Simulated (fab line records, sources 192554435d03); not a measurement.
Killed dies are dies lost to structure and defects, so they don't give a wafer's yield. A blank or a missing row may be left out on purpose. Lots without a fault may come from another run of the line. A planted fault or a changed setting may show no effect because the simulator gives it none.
fab line records | flow n5_finfet
record lots=5 wafers=15 last_day=16
route steps=1938 shown GATE_CUT@484 BEOL_M4@1111 PASSIVATION@1936
lots that met no fault: from a run of the same line without faults
start_h: hours from the record's first day to the start of the lot's first wafer shown | wait_h: hours since the lot's step before | " the same as in the row above | L1.1+2: a row that stands for several wafers | - no value, or no start given | * or withheld: withheld | < > ~ a bound
route shown NAME@n: a module of which the file shows steps, and the number in the route of the first | usual: mean/standard deviation of fault-free wafers | same: alike in all rows | chamber/n: place in a boat | sites: the reading at each site | _std_site: their standard deviation | _edge_site: outer sites' mean less inner sites' | radius_mm: how far each site lies from the wafer's centre | mask NAME#n: copy n | behind: the tool/chamber that last shaped the wafer | hold: why the lot was held/for how many hours/how that ended | device: the transistor (n, p or np) that didn't switch | end of line: the same wafers' tests at the end of the route | a step without rows: its recipe alone | killed: dies lost to structure and defects at the first sort, not the wafer's yield | map: a wafer's dies, x killed, . not, _ none there
set.NAME: the setting as run; set.NAME@STEP: as run at that earlier step | model.NAME: the simulator's own value behind a step, which no gauge read
lots at some steps of the route; a table a step, a row a wafer
services: from which hour (start_h, from the record's first day; less than 0 if before it) a tool's chamber was out of use, for how many hours, and why
## steps
# step N5_GATE_CUT_EXPOSE_10
# recipe mask_id=GATE_CUT na=0.33 source_shape=annular sigma_inner=0.35 sigma_outer=0.8 polarization=unpolarized target_cd_nm=20 dose_mj=43.25
# step N5_GATE_CUT_PEB_11
# recipe peb_temp_c=100 peb_time_s=60 resist=CAR-EUV
# step N5_GATE_CUT_DEVELOP_12
# recipe develop_time_s=30 developer=TMAH resist=CAR-EUV rinse_liquid=surfactant_rinse dry=air_spin dev_temp_c=23
# step N5_GATE_CUT_DESCUM_18
# recipe chemistry=O2 time_s=7 source_power_w=50 bias_power_w=20 pressure_mtorr=20 rf_frequency_hz=2.712e+07 temp_c=40 resist=CAR-EUV o2_flow_sccm=225
# step N5_GATE_CUT_ETCH_28
# recipe chemistry=N2/H2 target=underlayer target_depth_a=130 mask_material=CAR-EUV time_s=10.4 ion_energy_ev=200 pressure_mtorr=30 source_w=840 bias_w=150 n2_flow_sccm=200 h2_flow_sccm=200 ends=cleared
# step N5_GATE_CUT_ETCH_36
# recipe chemistry=CF4 target=SiARC target_depth_a=130 mask_material=CAR-EUV time_s=21.7 ion_energy_ev=80 pressure_mtorr=40 source_w=545 bias_w=36 Ar_flow_sccm=100 cf4_flow_sccm=100 ends=cleared
# step N5_GATE_CUT_ETCH_37
# recipe chemistry=N2/H2 target=SOC target_depth_a=600 overetch_a=120 mask_material=SiARC temp_c=40 time_s=90 ion_energy_ev=200 pressure_mtorr=30 source_w=840 bias_w=150 n2_flow_sccm=200 h2_flow_sccm=200
# step N5_GATE_CUT_STRIP_38
# recipe chemistry=N2/H2 temp_c=40 n2_flow_sccm=200 h2_flow_sccm=200 rf_frequency_hz=6e+07
# step N5_GATE_CUT_STRIP_39
# recipe chemistry=N2/H2 temp_c=40 n2_flow_sccm=200 h2_flow_sccm=200 rf_frequency_hz=6e+07
# step N5_GATE_CUT_HM_OPEN_40
# recipe chemistry=C4F6/O2 target=SiO2 mask_material=SiARC target_depth_a=1390 time_s=85.1 ion_energy_ev=250 pressure_mtorr=30 source_w=345 bias_w=185 Ar_flow_sccm=300 C4F6_flow_sccm=10 O2_flow_sccm=10 ends=cleared
# usual C4F6_flow_sccm=9.996/0.026 O2_flow_sccm=10.003/0.028 drypump_motor_current_A=5.5/0.44 etch_rf_on_time_s=93.7/2.2 oes_product_au=0.69/0.083 rf_vpp_V=660/12 showerhead_plenum_p_Torr=2.88/0.084 throttle_valve_pct=20.92/0.18
# columns lot.wafer tool chamber start_h wait_h C4F6_flow_sccm O2_flow_sccm drypump_motor_current_A etch_rf_on_time_s oes_product_au rf_hours_counter_h rf_vpp_V showerhead_plenum_p_Torr throttle_valve_pct model.SOC_of_GATE_CUT_COAT_34.thk_nm model.SiARC_of_GATE_CUT_COAT_35.thk_nm
L176.3 rie_diel-01 2 133.59 0.0 - - - - - - - - - 60.2 6.2
L176.4 " 1 " " - - - - - - - - - 60.2 5.8
L176.6 " 1 " " - - - - - - - - - 60.2 6
L177.1 rie_diel-01 3 138.50 0.0 - - - - - - - - - 60.2 6
L177.5 " 0 " " - - - - - - - - - 60.4 5.8
L177.6 " 3 " " - - - - - - - - - 60 6
L178.4 rie_diel-01 3 146.57 0.0 - - - - - - - - - 60.2 6
L178.5 " 3 " " - - - - - - - - - 60.2 6
L178.6 " 0 " " - - - - - - - - - 60 5.8
L183.1 rie_diel-01 1 177.77 0.0 10.031 10.002 6.0 90.1 0.91 2 674 2.80 20.40 32.2 0
L183.3 " 3 " " 9.991 9.936 5.7 97.3 0.63 193 646 2.94 20.87 32.2 0
L183.4 " 2 " " 10.016 10.016 5.4 96.5 0.65 178 653 2.84 21.11 32 0
L188.1 rie_diel-01 3 208.81 0.0 9.953 9.989 5.7 91.9 0.63 202 644 2.93 20.90 33.6 0
L188.2 " 2 " " 9.982 9.982 5.4 93.3 0.64 188 653 2.84 21.13 33.4 0
L188.6 " 0 " " 10.013 10.028 5.3 91.8 0.75 - 667 2.99 20.88 32.2 0
# step N5_GATE_CUT_STRIP_41
# recipe chemistry=CF4 resist=SiARC power_w=300 bias_power_w=75 pressure_mtorr=50 cf4_flow_sccm=150 rf_frequency_hz=6e+07
# usual cf4_flow_sccm=150.1/0.46 drypump_motor_current_A=5.5/0.43 oes_product_au=0.177/0.02 rf_vpp_V=271.7/1.4 showerhead_plenum_p_Torr=1.82/0.053 throttle_valve_pct=13.59/0.22
# columns lot.wafer tool chamber start_h wait_h cf4_flow_sccm drypump_motor_current_A oes_product_au rf_hours_counter_h rf_vpp_V showerhead_plenum_p_Torr throttle_valve_pct
L176.3 rie_diel-01 2 133.65 0.0 150.6 5.4 0.727 162 271.5 1.78 13.71
L176.4 " 1 " " 149.3 6.0 0.684 243 268.7 1.75 13.53
L176.6 " 1 " " 149.5 5.9 0.683 - 271.2 1.75 13.53
L177.1 rie_diel-01 3 138.56 0.0 150.1 5.7 0.694 179 272.2 1.87 13.66
L177.5 " 0 " " 149.1 5.3 0.836 - 274.0 1.88 13.44
L177.6 " 3 " " 149.4 5.7 0.709 - 272.0 1.87 13.67
L178.4 rie_diel-01 3 146.63 0.0 149.8 5.7 0.701 181 273.3 1.87 13.66
L178.5 " 3 " " 150.7 5.7 0.697 - 272.8 1.87 13.67
L178.6 " 0 " " 150.7 5.3 0.835 - 273.6 1.88 13.45
L183.1 rie_diel-01 1 177.83 0.0 150.0 6.0 0.234 2 271.5 1.75 12.97
L183.3 " 3 " " 150.2 5.7 0.165 193 272.0 1.87 13.68
L183.4 " 2 " " 150.4 5.4 0.170 178 271.6 1.78 13.73
L188.1 rie_diel-01 3 208.87 0.0 149.8 5.7 0.157 202 273.5 1.87 13.71
L188.2 " 2 " " 149.7 5.4 0.159 188 270.1 1.77 13.76
L188.6 " 0 " " 149.7 5.3 0.187 - 273.2 1.88 13.49
# step N5_GATE_CUT_STRIP_42
# recipe chemistry=O2 power_w=400 temp_c=40 pressure_mtorr=30 rf_frequency_hz=6e+07 bias_power_w=0 overash_fraction=0.3 o2_flow_sccm=225
# step N5_GATE_CUT_ETCH_19
# recipe chemistry=CH3F/O2 target=SiNx mask_material=SiO2 target_depth_a=537 time_s=76.7 pressure_mtorr=30 source_w=395 bias_w=73 Ar_flow_sccm=150 CH3F_flow_sccm=30 O2_flow_sccm=20 ion_energy_ev=120 ends=cleared
# usual drypump_motor_current_A=5.5/0.43 etch_rf_on_time_s=76.7/1.5 oes_product_au=0.65/0.078 rf_vpp_V=295/5.2 showerhead_plenum_p_Torr=2.03/0.062 throttle_valve_pct=16.34/0.19
# columns lot.wafer tool chamber start_h wait_h drypump_motor_current_A etch_rf_on_time_s oes_product_au rf_hours_counter_h rf_vpp_V showerhead_plenum_p_Torr throttle_valve_pct
L176.3 rie_diel-01 2 133.71 0.0 5.4 191.7 0.28 162 293 2.00 16.47
L176.4 " 1 " " 6.0 191.7 0.26 243 301 1.97 16.25
L176.6 " 1 " " 6.0 191.7 0.25 - 302 1.97 16.27
L177.1 rie_diel-01 3 138.62 0.0 5.7 191.7 0.26 179 288 2.07 16.28
L177.5 " 0 " " 5.3 191.8 0.31 - 299 2.12 16.21
L177.6 " 3 " " 5.7 191.7 0.26 - 290 2.07 16.28
L178.4 rie_diel-01 3 146.69 0.0 5.7 191.7 0.26 181 287 2.07 16.28
L178.5 " 3 " " 5.7 191.7 0.26 - 287 2.07 16.28
L178.6 " 0 " " 5.4 191.7 0.31 - 299 2.11 16.19
L183.1 rie_diel-01 1 177.89 0.0 5.9 73.3 0.86 2 302 1.97 15.80
L183.3 " 3 " " 5.7 75.9 0.60 193 289 2.07 16.34
L183.4 " 2 " " 5.4 77.7 0.61 178 292 1.99 16.53
L188.1 rie_diel-01 3 208.93 0.0 5.7 77.4 0.59 203 287 2.06 16.35
L188.2 " 2 " " 5.4 79.3 0.60 188 292 1.99 16.54
L188.6 " 0 " " 5.3 75.7 0.71 - 299 2.11 16.30
# step N5_GATE_CUT_CUT_ETCH_53
# recipe chemistry=SF6/Cl2 target=W mask_material=SiO2 target_depth_a=792 pressure_mtorr=8 icp_w=900 bias_w=80 SF6_flow_sccm=40 Cl2_flow_sccm=60 ends=cleared
# usual SF6_flow_sccm=40.01/0.14 drypump_motor_current_A=5.6/0.37 etch_rf_on_time_s=26.1/0.37 oes_product_au=0.75/0.11 throttle_valve_pct=28.78/0.17
# columns lot.wafer tool chamber start_h wait_h SF6_flow_sccm drypump_motor_current_A etch_rf_on_time_s oes_product_au rf_hours_counter_h throttle_valve_pct
L176.3 rie_metal-01 1 133.84 0.1 40.01 5.5 34.3 0.36 - 27.34
L176.4 " 0 " " 40.12 5.1 34.3 0.34 - 27.30
L176.6 " 1 " " 39.95 5.5 34.3 0.36 - 27.34
L177.1 rie_metal-01 1 138.73 0.1 40.02 5.5 34.3 0.35 1 27.34
L177.5 " 1 " " 39.96 5.5 34.3 0.36 - 27.33
L177.6 " 0 " " 40.02 5.1 34.3 0.33 - 27.31
L178.4 rie_metal-02 0 146.82 0.1 40.26 6.2 34.3 0.24 - 27.39
L178.5 " 0 " " 40.31 6.3 34.3 0.24 - 27.38
L178.6 " 1 " " 40.10 5.3 34.3 0.37 - 27.74
L183.1 rie_metal-01 1 178.00 0.1 39.96 5.5 25.8 0.83 5 28.74
L183.3 " 0 " " 40.09 5.2 26.0 0.79 - 28.70
L183.4 " 1 " " 39.94 5.5 25.9 0.83 - 28.74
L188.1 rie_metal-01 0 209.03 0.1 39.82 5.1 26.4 0.76 19 28.73
L188.2 " 1 " " 40.17 5.5 26.1 0.82 8 28.75
L188.6 " 0 " " 40.01 5.1 26.2 0.77 - 28.72
# step N5_GATE_CUT_CUT_ETCH_54
# recipe chemistry=Cl2/BCl3 target=TiN mask_material=SiO2 target_depth_a=967 pressure_mtorr=10 icp_w=1000 bias_w=126 Cl2_flow_sccm=53.25 bcl3_flow_sccm=21.75 Ar_flow_sccm=25 ends=cleared
# usual drypump_motor_current_A=5.6/0.37 etch_rf_on_time_s=36.4/0.46 oes_product_au=0.75/0.11 throttle_valve_pct=22.18/0.18
# columns lot.wafer tool chamber start_h wait_h drypump_motor_current_A etch_rf_on_time_s oes_product_au rf_hours_counter_h throttle_valve_pct
L176.3 rie_metal-01 1 133.90 0.0 5.5 47.9 0.37 - 22.63
L176.4 " 0 " " 5.2 47.9 0.33 - 22.58
L176.6 " 1 " " 5.5 47.9 0.36 - 22.61
L177.1 rie_metal-01 1 138.79 0.0 5.5 47.9 0.36 1 22.61
L177.5 " 1 " " 5.5 47.9 0.36 - 22.62
L177.6 " 0 " " 5.2 47.9 0.33 - 22.58
L178.4 rie_metal-02 0 146.88 0.0 6.3 47.9 0.24 - 22.80
L178.5 " 0 " " 6.3 47.9 0.24 - 22.80
L178.6 " 1 " " 5.3 47.9 0.37 - 23.06
L183.1 rie_metal-01 1 178.06 0.0 5.5 36.4 0.82 5 22.08
L183.3 " 0 " " 5.1 36.4 0.79 - 22.06
L183.4 " 1 " " 5.5 36.5 0.82 - 22.09
L188.1 rie_metal-01 0 209.09 0.0 5.1 36.2 0.77 19 22.07
L188.2 " 1 " " 5.5 36.2 0.82 8 22.08
L188.6 " 0 " " 5.2 36.1 0.77 - 22.08
# step N5_GATE_CUT_CUT_ETCH_55
# recipe chemistry=BCl3 target=HfO2 mask_material=SiO2 target_depth_a=32 ion_energy_ev=30 pressure_mtorr=5 icp_w=450 bias_w=18 bcl3_flow_sccm=80
# usual drypump_motor_current_A=5.6/0.37 oes_product_au=0.83/0.13 throttle_valve_pct=32.9/0.36
# columns lot.wafer tool chamber start_h wait_h drypump_motor_current_A oes_product_au rf_hours_counter_h throttle_valve_pct
L176.3 rie_metal-01 1 133.95 0.0 5.5 0.36 - 32.8
L176.4 " 0 " " 5.1 0.33 - 33.1
L176.6 " 1 " " 5.5 0.36 - 32.8
L177.1 rie_metal-01 1 138.85 0.0 5.5 0.36 1 32.8
L177.5 " 1 " " 5.5 0.36 - 32.8
L177.6 " 0 " " 5.2 0.33 - 33.1
L178.4 rie_metal-02 0 146.93 0.0 6.2 0.24 - 32.4
L178.5 " 0 " " 6.3 0.25 - 32.4
L178.6 " 1 " " 5.3 0.38 - 33.6
L183.1 rie_metal-01 1 178.12 0.0 5.5 0.92 5 32.8
L183.3 " 0 " " 5.1 0.85 - 33.1
L183.4 " 1 " " 5.5 0.92 - 32.8
L188.1 rie_metal-01 0 209.15 0.0 5.2 0.83 19 33.1
L188.2 " 1 " " 5.5 0.90 8 32.8
L188.6 " 0 " " 5.1 0.83 - 33.1
# step N5_BEOL_M4_RC_MEAS_101
# usual DIBL_N=35.8/1.8 DIBL_P=35.6/2 IOFF_N=0.148/0.028 IOFF_P=0.20/0.034 ION_N=672/12 ION_P=462/8.5 SS_N=71.2/0.65 SS_P=73.1/0.67 VT_N=251/3.3 VT_P=-251/3.8
# columns lot.wafer tool chamber start_h wait_h DIBL_N[mV/V] DIBL_P[mV/V] IOFF_N[nA/um] IOFF_P[nA/um] ION_N[uA/um] ION_P[uA/um] SS_N[mV/dec] SS_P[mV/dec] VT_N[mV] VT_P[mV]
L183.1 prober-02 0 261.98 0.0 34.0 33.5 0.135 0.20 668 464 71.5 72.7 252 -248
L183.3 " 0 " " 35.9 35.7 0.171 0.24 679 466 71.1 74.0 248 -247
L183.4 " 0 " " 33.3 33.4 0.128 0.21 660 468 70.8 72.4 250 -249
L188.1 prober-02 0 282.93 0.0 37.1 35.0 0.162 0.19 674 450 71.5 73.4 251 -253
L188.2 " 0 " " 37.5 35.6 0.165 0.20 670 454 71.8 73.2 252 -251
L188.6 " 0 " " 37.9 36.2 0.174 0.20 669 453 71.5 73.8 252 -251
# step N5_PASSIVATION_PROBE_49
# usual defect_limited_yield=91.3/1.5 killed_at_M0_to_M3=34/11 killed_at_M4_up=14/6.1 killed_at_contacts=12/5.9 killed_at_front_end=39/11 killed_at_other=4/3.3 killed_dies=102/18 killed_on_rim=13/3.8 killed_open=67/13 killed_short=33/7.9 sort_bin_5_function=5.1/1 sort_bin_6_memory=3.3/0.7 sort_n_pass=1077/19 sort_yield_pct=91.3/1.6
# same gross_dies=1180 killed_at_back_side=0 sort_bin_4_leakage[%]=0 sort_bin_8_speed[%]=0
# columns lot.wafer tool chamber start_h wait_h defect_limited_yield[%] killed_at_M0_to_M3 killed_at_M4_up killed_at_contacts killed_at_front_end killed_at_other killed_dies killed_on_rim killed_open killed_short sort_bin_5_function[%] sort_bin_6_memory[%] sort_n_pass sort_yield_pct[%]
L176.3 prober-01 - 306.65 0.1 0 18 5 17 1131 9 1180 152 56 35 96.5 3.2 0 0
L176.4 prober-01 - 306.70 0.2 0 31 14 17 1114 4 1180 152 68 44 96.4 3.3 0 0
L176.6 prober-01 - 306.80 0.3 0 18 6 7 1142 7 1180 152 62 21 97.0 2.7 0 0
L178.4 prober-02 - 320.20 0.2 0 28 11 13 1121 7 1180 152 56 39 96.7 3.0 0 0
L178.5 prober-02 - 320.25 0.2 0 31 20 13 1112 4 1180 152 71 35 96.4 3.1 0 0
L178.6 prober-02 - 320.30 0.3 0 25 10 9 1132 4 1180 152 60 31 96.9 2.8 0 0
L177.1 prober-01 - 322.02 0.0 0 28 8 6 1131 7 1180 152 49 33 96.9 2.6 0 0
L177.5 prober-01 - 322.22 0.2 0 37 14 13 1112 4 1180 152 60 50 95.3 4.2 0 0
L177.6 prober-01 - 322.27 0.3 0 27 15 10 1127 1 1180 152 75 30 96.5 2.8 0 0
L183.1 prober-01 - 360.51 0.0 95.2 19 4 9 24 1 57 10 42 15 2.6 2.1 1123 95.2
L183.3 prober-01 - 360.61 0.1 91.9 18 6 20 48 3 95 8 59 36 4.7 3.0 1085 91.9
L183.4 prober-01 - 360.66 0.2 93.0 20 7 15 39 2 83 10 59 20 4.1 2.8 1097 93.0
L188.1 prober-02 - 385.92 0.0 93.5 24 15 20 18 0 77 12 56 21 4.2 2.0 1103 93.5
L188.2 prober-02 - 385.97 0.1 92.7 25 17 21 22 1 86 14 62 22 4.2 2.8 1094 92.7
L188.6 prober-02 - 386.17 0.3 91.4 25 11 26 39 0 101 10 59 41 4.9 3.3 1079 91.4
# killed by level:class
L176.3 GATE_CUT:area_open=1088 MOL_CONTACT_COAG:geometric_particle:open=13 STI_FIN_REVEAL:geometric_particle:open=10 GATE_CUT:geometric_particle:short=9 FIN_SAQP:geometric_particle:open=7 BEOL_M3:geometric_particle:open=6 STI_FIN_REVEAL:geometric_particle:short=5 BEOL_M0_SAQP:geometric_particle:open=4
L176.4 GATE_CUT:area_open=1068 MOL_CONTACT_COAG:geometric_particle:open=14 GATE_CUT:geometric_particle:short=12 BEOL_M3:geometric_particle:open=10 BEOL_M0_SAQP:geometric_particle:short=8 DUMMY_GATE:geometric_particle:open=7 BEOL_M0_SAQP:geometric_particle:open=7 FIN_SAQP:geometric_particle:open=6
L176.6 GATE_CUT:area_open=1097 FIN_SAQP:geometric_particle:open=14 STI_FIN_REVEAL:geometric_particle:open=12 MOL_CONTACT_COAG:geometric_particle:open=7 BEOL_M0_SAQP:geometric_particle:short=6 DUMMY_GATE:geometric_particle:open=4 GATE_CUT:geometric_particle:short=4 BEOL_M0_SAQP:geometric_particle:open=4
L178.4 GATE_CUT:area_open=1081 MOL_CONTACT_COAG:geometric_particle:open=10 STI_FIN_REVEAL:geometric_particle:open=10 BEOL_M0_SAQP:geometric_particle:open=8 DUMMY_GATE:geometric_particle:short=7 BEOL_M0_SAQP:geometric_particle:short=6 DUMMY_GATE:geometric_particle:open=5 BEOL_M1:geometric_particle:open=5
L178.5 GATE_CUT:area_open=1074 MOL_CONTACT_COAG:geometric_particle:open=11 BEOL_M4:geometric_particle:open=11 DUMMY_GATE:geometric_particle:open=10 BEOL_M0_SAQP:geometric_particle:short=10 GATE_CUT:geometric_particle:short=6 GATE_CUT:geometric_particle:open=5 BEOL_M0_SAQP:geometric_particle:open=5
L178.6 GATE_CUT:area_open=1086 STI_FIN_REVEAL:geometric_particle:open=9 FIN_SAQP:geometric_particle:short=8 MOL_CONTACT_COAG:geometric_particle:open=8 GATE_CUT:geometric_particle:short=6 BEOL_M0_SAQP:geometric_particle:open=6 BEOL_M0_SAQP:geometric_particle:short=6 BEOL_M1:geometric_particle:open=6
L177.1 GATE_CUT:area_open=1097 BEOL_M0_SAQP:geometric_particle:short=10 GATE_CUT:geometric_particle:open=9 BEOL_M1:geometric_particle:open=6 STI_FIN_REVEAL:geometric_particle:open=5 MOL_CONTACT_COAG:geometric_particle:short=4 BEOL_M0_SAQP:geometric_particle:open=4 STARTING-WAFER:geometric_particle:open=4
L177.5 GATE_CUT:area_open=1069 BEOL_M0_SAQP:geometric_particle:short=13 BEOL_M0_SAQP:geometric_particle:open=10 GATE_CUT:geometric_particle:short=9 STI_FIN_REVEAL:geometric_particle:open=8 BEOL_M4:geometric_particle:open=8 FIN_SAQP:geometric_particle:open=7 MOL_CONTACT_COAG:geometric_particle:open=7
L177.6 GATE_CUT:area_open=1071 STI_FIN_REVEAL:geometric_particle:open=17 MOL_CONTACT_COAG:geometric_particle:open=9 FIN_SAQP:geometric_particle:open=8 BEOL_M2:geometric_particle:open=7 BEOL_M2:geometric_particle:short=7 GATE_CUT:geometric_particle:open=6 DUMMY_GATE:geometric_particle:open=5
L183.1 BEOL_M2:geometric_particle:open=9 MOL_CONTACT_COAG:geometric_particle:open=8 FIN_SAQP:geometric_particle:short=7 DUMMY_GATE:geometric_particle:open=6 BEOL_M1:geometric_particle:open=5 DUMMY_GATE:geometric_particle:short=3 STARTING-WAFER:geometric_particle:open=3 STI_FIN_REVEAL:geometric_particle:open=2
L183.3 MOL_CONTACT_COAG:geometric_particle:open=16 FIN_SAQP:geometric_particle:short=8 STI_FIN_REVEAL:geometric_particle:open=8 DUMMY_GATE:geometric_particle:open=7 STARTING-WAFER:geometric_particle:short=7 BEOL_M0_SAQP:geometric_particle:open=5 MOL_CONTACT_COAG:geometric_particle:short=4 GATE_CUT:geometric_particle:short=4
L183.4 DUMMY_GATE:geometric_particle:open=11 MOL_CONTACT_COAG:geometric_particle:open=10 STI_FIN_REVEAL:geometric_particle:open=8 FIN_SAQP:geometric_particle:open=5 BEOL_M2:geometric_particle:open=4 DUMMY_GATE:geometric_particle:short=3 GATE_CUT:geometric_particle:open=3 MOL_CONTACT_COAG:geometric_particle:short=3
L188.1 MOL_CONTACT_COAG:geometric_particle:open=17 BEOL_M0_SAQP:geometric_particle:open=7 BEOL_M4:geometric_particle:open=7 BEOL_M0_SAQP:geometric_particle:short=5 DUMMY_GATE:geometric_particle:open=4 GATE_CUT:geometric_particle:short=4 BEOL_M3:geometric_particle:open=4 STARTING-WAFER:geometric_particle:short=4
L188.2 MOL_CONTACT_COAG:geometric_particle:open=18 FIN_SAQP:geometric_particle:open=7 BEOL_M3:geometric_particle:open=7 BEOL_M4:geometric_particle:open=7 FIN_SAQP:geometric_particle:short=5 BEOL_M0_SAQP:geometric_particle:open=5 BEOL_M0_SAQP:geometric_particle:short=5 BEOL_M1:geometric_particle:open=3
L188.6 MOL_CONTACT_COAG:geometric_particle:open=18 FIN_SAQP:geometric_particle:short=7 MOL_CONTACT_COAG:geometric_particle:short=7 BEOL_M0_SAQP:geometric_particle:short=7 BEOL_M0_SAQP:geometric_particle:open=7 DUMMY_GATE:geometric_particle:open=4 GATE_CUT:geometric_particle:open=4 BEOL_M3:geometric_particle:open=4
# map L176.3 (x killed, . not)
_________________xxxxxxxxxxxx________________
______________xxxxxxxxxxxxxxxxxx_____________
___________xxxxxxxxxxxxxxxxxxxxxxxx__________
__________xxxxxxxxxxxxxxxxxxxxxxxxxx_________
________xxxxxxxxxxxxxxxxxxxxxxxxxxxxxx_______
_______xxxxxxxxxxxxxxxxxxxxxxxxxxxxxxxx______
______xxxxxxxxxxxxxxxxxxxxxxxxxxxxxxxxxx_____
_____xxxxxxxxxxxxxxxxxxxxxxxxxxxxxxxxxxxx____
____xxxxxxxxxxxxxxxxxxxxxxxxxxxxxxxxxxxxxx___
___xxxxxxxxxxxxxxxxxxxxxxxxxxxxxxxxxxxxxxxx__
___xxxxxxxxxxxxxxxxxxxxxxxxxxxxxxxxxxxxxxxx__
__xxxxxxxxxxxxxxxxxxxxxxxxxxxxxxxxxxxxxxxxxx_
__xxxxxxxxxxxxxxxxxxxxxxxxxxxxxxxxxxxxxxxxxx_
_xxxxxxxxxxxxxxxxxxxxxxxxxxxxxxxxxxxxxxxxxxxx
_xxxxxxxxxxxxxxxxxxxxxxxxxxxxxxxxxxxxxxxxxxxx
_xxxxxxxxxxxxxxxxxxxxxxxxxxxxxxxxxxxxxxxxxxxx
_xxxxxxxxxxxxxxxxxxxxxxxxxxxxxxxxxxxxxxxxxxxx
_xxxxxxxxxxxxxxxxxxxxxxxxxxxxxxxxxxxxxxxxxxxx
_xxxxxxxxxxxxxxxxxxxxxxxxxxxxxxxxxxxxxxxxxxxx
_xxxxxxxxxxxxxxxxxxxxxxxxxxxxxxxxxxxxxxxxxxxx
_xxxxxxxxxxxxxxxxxxxxxxxxxxxxxxxxxxxxxxxxxxxx
__xxxxxxxxxxxxxxxxxxxxxxxxxxxxxxxxxxxxxxxxxx_
__xxxxxxxxxxxxxxxxxxxxxxxxxxxxxxxxxxxxxxxxxx_
___xxxxxxxxxxxxxxxxxxxxxxxxxxxxxxxxxxxxxxxx__
___xxxxxxxxxxxxxxxxxxxxxxxxxxxxxxxxxxxxxxxx__
____xxxxxxxxxxxxxxxxxxxxxxxxxxxxxxxxxxxxxx___
_____xxxxxxxxxxxxxxxxxxxxxxxxxxxxxxxxxxxx____
______xxxxxxxxxxxxxxxxxxxxxxxxxxxxxxxxxx_____
_______xxxxxxxxxxxxxxxxxxxxxxxxxxxxxxxx______
________xxxxxxxxxxxxxxxxxxxxxxxxxxxxxx_______
__________xxxxxxxxxxxxxxxxxxxxxxxxxx_________
___________xxxxxxxxxxxxxxxxxxxxxxxx__________
______________xxxxxxxxxxxxxxxxxx_____________
_________________xxxxxxxxxxxx________________
# map L177.1 (x killed, . not)
_________________xxxxxxxxxxxx________________
______________xxxxxxxxxxxxxxxxxx_____________
___________xxxxxxxxxxxxxxxxxxxxxxxx__________
__________xxxxxxxxxxxxxxxxxxxxxxxxxx_________
________xxxxxxxxxxxxxxxxxxxxxxxxxxxxxx_______
_______xxxxxxxxxxxxxxxxxxxxxxxxxxxxxxxx______
______xxxxxxxxxxxxxxxxxxxxxxxxxxxxxxxxxx_____
_____xxxxxxxxxxxxxxxxxxxxxxxxxxxxxxxxxxxx____
____xxxxxxxxxxxxxxxxxxxxxxxxxxxxxxxxxxxxxx___
___xxxxxxxxxxxxxxxxxxxxxxxxxxxxxxxxxxxxxxxx__
___xxxxxxxxxxxxxxxxxxxxxxxxxxxxxxxxxxxxxxxx__
__xxxxxxxxxxxxxxxxxxxxxxxxxxxxxxxxxxxxxxxxxx_
__xxxxxxxxxxxxxxxxxxxxxxxxxxxxxxxxxxxxxxxxxx_
_xxxxxxxxxxxxxxxxxxxxxxxxxxxxxxxxxxxxxxxxxxxx
_xxxxxxxxxxxxxxxxxxxxxxxxxxxxxxxxxxxxxxxxxxxx
_xxxxxxxxxxxxxxxxxxxxxxxxxxxxxxxxxxxxxxxxxxxx
_xxxxxxxxxxxxxxxxxxxxxxxxxxxxxxxxxxxxxxxxxxxx
_xxxxxxxxxxxxxxxxxxxxxxxxxxxxxxxxxxxxxxxxxxxx
_xxxxxxxxxxxxxxxxxxxxxxxxxxxxxxxxxxxxxxxxxxxx
_xxxxxxxxxxxxxxxxxxxxxxxxxxxxxxxxxxxxxxxxxxxx
_xxxxxxxxxxxxxxxxxxxxxxxxxxxxxxxxxxxxxxxxxxxx
__xxxxxxxxxxxxxxxxxxxxxxxxxxxxxxxxxxxxxxxxxx_
__xxxxxxxxxxxxxxxxxxxxxxxxxxxxxxxxxxxxxxxxxx_
___xxxxxxxxxxxxxxxxxxxxxxxxxxxxxxxxxxxxxxxx__
___xxxxxxxxxxxxxxxxxxxxxxxxxxxxxxxxxxxxxxxx__
____xxxxxxxxxxxxxxxxxxxxxxxxxxxxxxxxxxxxxx___
_____xxxxxxxxxxxxxxxxxxxxxxxxxxxxxxxxxxxx____
______xxxxxxxxxxxxxxxxxxxxxxxxxxxxxxxxxx_____
_______xxxxxxxxxxxxxxxxxxxxxxxxxxxxxxxx______
________xxxxxxxxxxxxxxxxxxxxxxxxxxxxxx_______
__________xxxxxxxxxxxxxxxxxxxxxxxxxx_________
___________xxxxxxxxxxxxxxxxxxxxxxxx__________
______________xxxxxxxxxxxxxxxxxx_____________
_________________xxxxxxxxxxxx________________
## services
# columns tool chamber start_h hours kind
rie_metal-02 - 111.94 2.8 pm
rie_metal-02 1 136.39 1.8 repair
rie_metal-01 - 148.56 1.0 repair
rie_diel-01 1 151.64 - clean
rie_diel-01 1 151.64 - consumable_replace:focus_ring
rie_diel-01 1 151.64 17.7 scheduled_down
rie_diel-01 1 151.64 17.7 vent_cycle
rie_diel-01 1 187.31 5.4 repair
rie_metal-02 1 206.40 14.0 repair
## key
first_sign step=N5_GATE_CUT_HM_OPEN_40 reading=tool_record direction=missing
effect step=N5_GATE_CUT_STRIP_41 reading=oes_product_au direction=up sigmas=28 usual=0.177 struck=0.730
effect step=N5_GATE_CUT_ETCH_19 reading=etch_rf_on_time_s direction=up sigmas=78 usual=* struck=*
effect step=N5_GATE_CUT_CUT_ETCH_53 reading=etch_rf_on_time_s direction=up sigmas=22 usual=* struck=*
effect step=N5_GATE_CUT_CUT_ETCH_54 reading=etch_rf_on_time_s direction=up sigmas=25 usual=* struck=*
effect step=N5_GATE_CUT_CUT_ETCH_55 reading=oes_product_au direction=down sigmas=4 usual=0.83 struck=0.33
effect step=N5_PASSIVATION_PROBE_49 reading=killed_at_front_end direction=up sigmas=99+ usual=39 struck=1125
model_effect step=N5_GATE_CUT_HM_OPEN_40 value=SOC_of_GATE_CUT_COAT_34.thk_nm without=32.87 struck=60.18
more_kills_born_at N5_GATE_CUT_HM_OPEN_40@rie_diel-01=9731
met_at N5_GATE_CUT_HM_OPEN_40
struck_wafers L176.3,L176.4,L176.6,L177.1,L177.5,L177.6,L178.4,L178.5,L178.6
later_rows_left_out L176.3,L176.4,L176.6,L177.1,L177.5,L177.6,L178.4,L178.5,L178.6
fault kind=skipped_step_whole tool=rie_diel-01 chamber=- onset_h=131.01 steps=N5_GATE_CUT_HM_OPEN_40 scope=struck_lots_only
# later_rows_left_out: the simulator's readings of these wafers behind a module that went badly wrong aren't trusted and aren't shown, but for the sort
